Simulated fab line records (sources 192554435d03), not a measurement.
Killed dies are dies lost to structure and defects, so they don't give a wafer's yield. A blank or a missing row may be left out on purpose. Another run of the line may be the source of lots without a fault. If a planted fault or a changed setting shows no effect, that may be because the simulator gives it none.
Which tool is to blame?	flow n5-finfet	24 lots with 72 wafers sampled at 4 steps, on a route of 1938 steps

== WHAT EACH GAUGE READ, for each wafer ==
N5_BEOL_M2_THK_MEAS_53: measures by xrf.
lot	measured	on	M2_THK (nm)
L074	day 6 21:33	film-metro-02	39.9 40.6 38.5
L075	day 7 04:16	film-metro-01	38.2 37.0 37.1
L076	day 7 13:04	film-metro-02	42.3 41.4 39.3
L077	day 7 14:47	film-metro-01	39.2 39.0 42.1
L078	day 7 15:43	film-metro-01	38.2 38.0 38.1
L079	day 8 07:07	film-metro-02	41.3 41.0 39.7
L080	day 8 14:23	film-metro-01	37.8 37.3 37.8
L082	day 8 18:07	film-metro-02	39.7 38.9 39.1
L081	day 9 00:14	film-metro-02	40.8 40.6 40.2
L083	day 9 01:00	film-metro-01	41.4 40.3 40.0
L084	day 9 04:28	film-metro-01	39.3 41.7 38.7
L085	day 9 16:11	film-metro-01	40.3 39.9 41.5
L086	day 10 02:40	film-metro-01	41.7 39.3 39.0
L087	day 10 04:32	film-metro-02	39.9 40.5 38.3
L088	day 10 04:38	film-metro-02	41.2 37.2 39.1
L089	day 11 00:07	film-metro-01	40.4 39.4 39.6
L090	day 11 07:26	film-metro-01	38.3 39.9 39.2
L091	day 11 07:53	film-metro-01	37.7 38.3 39.7
L093	day 11 08:10	film-metro-02	39.0 40.8 39.5
L092	day 11 10:23	film-metro-01	40.1 38.4 38.5
L094	day 11 18:49	film-metro-02	42.2 39.7 41.6
L095	day 12 03:22	film-metro-02	40.5 41.5 39.3
L097	day 12 14:22	film-metro-01	39.0 39.8 39.5
L096	day 12 14:47	film-metro-01	40.5 40.1 40.4

N5_BEOL_M2_INSPECT_59: inspects for defects (darkfield).
lot	measured	on	raw-defect-count
L074	day 6 21:50	defect-inspect-01	116 127 136
L075	day 7 04:33	defect-inspect-01	65 68 87
L076	day 7 13:23	defect-inspect-02	83 74 83
L077	day 7 15:05	defect-inspect-01	108 98 68
L078	day 7 16:01	defect-inspect-01	100 72 102
L079	day 8 07:28	defect-inspect-02	104 86 43
L080	day 8 14:40	defect-inspect-01	61 53 57
L082	day 8 18:25	defect-inspect-02	88 44 98
L081	day 9 00:32	defect-inspect-02	44 37 65
L083	day 9 01:17	defect-inspect-01	62 109 68
L084	day 9 04:45	defect-inspect-01	26 47 46
L085	day 9 16:28	defect-inspect-02	91 68 56
L086	day 10 02:58	defect-inspect-01	56 57 96
L087	day 10 04:49	defect-inspect-01	61 45 45
L088	day 10 04:58	defect-inspect-01	41 51 66
L089	day 11 00:25	defect-inspect-01	69 68 68
L090	day 11 07:44	defect-inspect-02	88 96 69
L091	day 11 08:11	defect-inspect-02	61 48 61
L093	day 11 08:26	defect-inspect-02	57 48 49
L092	day 11 10:40	defect-inspect-01	67 76 73
L094	day 11 19:06	defect-inspect-02	113 95 65
L095	day 12 03:43	defect-inspect-01	65 44 94
L097	day 12 14:41	defect-inspect-02	68 53 94
L096	day 12 15:04	defect-inspect-02	106 131 88

N5_BEOL_M3_CD_MEAS_28: target cd 25.7 nm, target cd y 23.3 nm.
lot	measured	on	cd-nm (nm)
L074	day 7 01:49	cd-sem-03	25.38 25.34 25.47
L075	day 7 07:40	cd-sem-02	25.50 26.11 25.73
L076	day 7 16:28	cd-sem-03	25.52 25.49 25.64
L077	day 7 17:36	cd-sem-02	25.84 25.71 25.43
L078	day 7 18:08	cd-sem-01	25.88 25.48 25.96
L079	day 8 11:47	cd-sem-01	25.55 25.12 25.56
L080	day 8 18:23	cd-sem-02	25.93 25.38 25.90
L082	day 8 22:19	cd-sem-02	25.65 25.80 25.83
L081	day 9 02:52	cd-sem-01	25.54 25.60 25.26
L083	day 9 03:11	cd-sem-01	25.83 25.99 25.55
L084	day 9 09:43	cd-sem-01	26.08 25.94 26.04
L085	day 9 19:19	cd-sem-02	25.59 25.77 25.94
L086	day 10 05:38	cd-sem-01	25.94 25.73 25.48
L087	day 10 06:57	cd-sem-03	25.60 25.77 25.46
L088	day 10 07:10	cd-sem-03	25.69 25.35 25.74
L089	day 11 05:01	cd-sem-03	25.78 25.84 25.78
L090	day 11 09:22	cd-sem-01	25.73 25.56 25.61
L091	day 11 10:01	cd-sem-01	25.45 25.78 25.49
L093	day 11 11:12	cd-sem-01	25.64 25.59 25.98
L092	day 11 15:20	cd-sem-03	26.13 25.31 26.30
L094	day 11 21:05	cd-sem-03	25.35 25.74 25.82
L095	day 12 05:41	cd-sem-02	25.83 25.90 25.51
L097	day 12 18:45	cd-sem-01	25.64 25.47 25.78
L096	day 12 18:54	cd-sem-02	25.98 25.92 25.82

== TOOL THAT RAN EACH LOT (tool first, then ch and the chambers of the sampled wafers, then the start) ==
lot	N5_BEOL_M3_ETCH_74
L074	rie-diel-03 ch 0,1,3, day 7 00:52
L075	rie-diel-03 ch 0,2,3, day 7 06:56
L076	rie-diel-05 ch 1,2, day 7 15:40
L077	rie-diel-05 ch 1,2, day 7 16:48
L078	rie-diel-03 ch 1,3, day 7 17:17
L079	rie-diel-05 ch 0,2,3, day 8 10:55
L080	rie-diel-03 ch 0,1,2, day 8 17:41
L082	rie-diel-03 ch 0,1,2, day 8 21:19
L081	rie-diel-05 ch 0,2, day 9 02:08
L083	rie-diel-05 ch 0,2, day 9 02:29
L084	rie-diel-03 ch 0,2,3, day 9 08:57
L085	rie-diel-03 ch 0,1, day 9 18:24
L086	rie-diel-05 ch 0,1, day 10 04:52
L087	rie-diel-05 ch 0,1, day 10 06:01
L088	rie-diel-06 ch 0,1,2, day 10 06:15
L089	rie-diel-05 ch 1,2, day 11 04:11
L090	rie-diel-05 ch 1,2, day 11 08:37
L091	rie-diel-06 ch 0,2, day 11 09:18
L093	rie-diel-05 ch 0,1, day 11 10:21
L092	rie-diel-05 ch 0,1,2, day 11 14:37
L094	rie-diel-03 ch 0,1,2, day 11 20:23
L095	rie-diel-06 ch 0,1,2, day 12 04:56
L097	rie-diel-03 ch 0,1,2, day 12 17:54
L096	rie-diel-05 ch 0,1,3, day 12 18:10
- N5_BEOL_M3_ETCH_74: etches underlayer in N2/H2, target depth 6.5 nm, time 5.2 s.

== AS READ BY THE TOOLS THEMSELVES (means over the sampled wafers that have a number; for cases with no such wafer, the mark the record gives instead) ==
N5_BEOL_M3_ETCH_74.
lot	tool	drypump-motor-current-A (A)	etch-rf-on-time-s (s)	oes-product-au (a.u.)	rf-vpp-V (V)	showerhead-plenum-p-Torr (Torr)	throttle-valve-pct (%)
L074	rie-diel-03	5.2	5.25	0.65	525.6	2.62	17.80
L075	rie-diel-03	5.1	5.21	0.65	524.8	2.57	17.73
L076	rie-diel-05	5.7	5.17	0.60	520.3	2.43	18.25
L077	rie-diel-05	5.9	5.19	0.59	521.6	2.47	18.26
L078	rie-diel-03	5.1	5.21	0.69	525.7	2.59	17.74
L079	rie-diel-05	5.6	5.33	0.62	524.5	2.56	17.85
L080	rie-diel-03	5.1	5.30	0.67	525.2	2.59	17.69
L082	rie-diel-03	5.1	5.31	0.67	524.8	2.59	17.69
L081	rie-diel-05	5.5	5.26	0.62	522.1	2.53	17.79
L083	rie-diel-05	5.8	5.32	0.60	524.0	2.51	18.04
L084	rie-diel-03	5.1	5.20	0.71	525.1	2.56	17.63
L085	rie-diel-03	5.3	5.37	0.60	526.1	2.63	17.91
L086	rie-diel-05	5.4	5.18	0.70	525.5	2.59	17.65
L087	rie-diel-05	5.5	5.10	0.76	527.1	2.65	17.75
L088	rie-diel-06	5.5	5.20	0.66	521.9	2.48	18.10
L089	rie-diel-05	5.9	5.15	0.81	524.6	2.57	17.87
L090	rie-diel-05	5.7	5.11	0.79	526.9	2.64	17.88
L091	rie-diel-06	5.6	5.33	0.62	521.1	2.43	18.24
L093	rie-diel-05	5.4	5.21	0.68	525.5	2.59	17.66
L092	rie-diel-05	5.6	5.12	0.75	524.7	2.57	17.78
L094	rie-diel-03	5.1	5.33	0.64	525.4	2.58	17.73
L095	rie-diel-06	5.5	5.24	0.64	521.6	2.48	18.13
L097	rie-diel-03	5.1	5.27	0.64	524.7	2.57	17.74
L096	rie-diel-05	5.4	5.16	0.67	525.6	2.62	17.76

== THE ANSWER, worked out from the rows above alone ==
Rule: the lots themselves supply what counts as usual. Put in order of their means at a reading, lots are off if they are a third of the lots or fewer, leave a main group of 4 or more, and stand apart from it by a gap of 3 or more times the standard deviation of the main group's means; of several such gaps the widest counts. A main group whose means are all the same, to the digits that the tables above print for the reading, isn't used. A lot without any number at a reading at which 4 lots or more have one is off too. Any other lot the step has rows for is counted as sound. Order of review: gauges by route order, followed by the tools' own readings, for which a lot's mean as printed above is used. The first step at which some lot is off is used, and at that step the reading that is off furthest; a lot without a number counts as furthest.
Across all readings shown, no lot is off: no conclusion can be drawn from this.

== WHAT THE SIMULATOR PUT IN ==
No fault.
